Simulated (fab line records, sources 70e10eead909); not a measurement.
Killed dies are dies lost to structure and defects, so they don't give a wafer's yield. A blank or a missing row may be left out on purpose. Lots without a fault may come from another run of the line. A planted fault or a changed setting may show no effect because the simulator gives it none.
Problem report in the 8D (eight disciplines) form, filled by code | flow nand_harc | the parts of the form that need people (team, actions taken, sign-off) are left out

1. THE PROBLEM
killed_at_other at NHARC_END_SORT_01 reads a mean of 48.0 on 6 wafers of 2 lots; wafers without a fault read 1.1 with a standard deviation of 1.2. That is +39 standard deviations from the usual mean.
First seen on wafer L982.3, day 29 21:49, on prober-01. The record holds 6 wafers of 2 lots with a number at this step. Rule for "out", or "out of limits": more than 4 standard deviations from the usual mean. The other wafers with a number count as sound.

2. WHAT IT IS AND WHAT IT IS NOT
question                    | is                     | is not
which readings at this step | killed_at_other        | killed_at_array, killed_at_periphery, killed_open, killed_short
which lots                  | L982, L983             | -
which wafers of those lots  | all that have a number | -
read on which gauges        | prober-01              | -
when                        | from day 29 21:49      | up to then (0 sound wafers)

3. SUSPECTS, AND WHAT RULES EACH OUT
Counting: a tool at a process step up to the reading stays a suspect if it ran every lot that is out and no sound lot after the first of them.
- the gauge at NHARC_END_SORT_01: kept. All the wafers that are out were read on prober-01, and no step on other tools shows them out.
- wet_bench-10 at NHARC_HYBRID_BOND_PRECLEAN_01 (cleans in DIW, time 300 s): kept. It ran every lot that is out, first L982 (day 28 14:18), and no sound lot after that.
Left after counting: wet_bench-10 at NHARC_HYBRID_BOND_PRECLEAN_01, prober-01 at NHARC_END_SORT_01.

4. THE CAUSE (what the simulator had put in)
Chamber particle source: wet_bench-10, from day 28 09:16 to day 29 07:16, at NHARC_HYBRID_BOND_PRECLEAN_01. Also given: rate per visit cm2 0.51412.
Counting left 2 suspects, and this tool is among them.

5. THE CHAIN OF EFFECTS, in route order
Each row: a reading whose mean over the struck wafers that have a number lies more than 3 standard deviations from the usual. Only readings for which the record gives a usual standard deviation are gone through. hours: the time from each lot's start at the first step in this table that gives one to its start at this step, as a median over the lots. sigmas: the change in usual standard deviations.
hours | step              | reading         | usual | on struck wafers | change | sigmas
0     | NHARC_END_SORT_01 | killed_at_other | 1.1   | 48.0             | +46.9  | +39

6. WHAT WOULD HAVE CAUGHT IT SOONER
In this record the first reading out of limits at a measuring or inspecting step was taken at day 29 21:49, 37 hours after the fault began at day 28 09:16.
All the lots that are out (2) had begun NHARC_HYBRID_BOND_PRECLEAN_01 on wet_bench-10 by day 29 21:49. A hold on the tool at that time would have spared none of them.
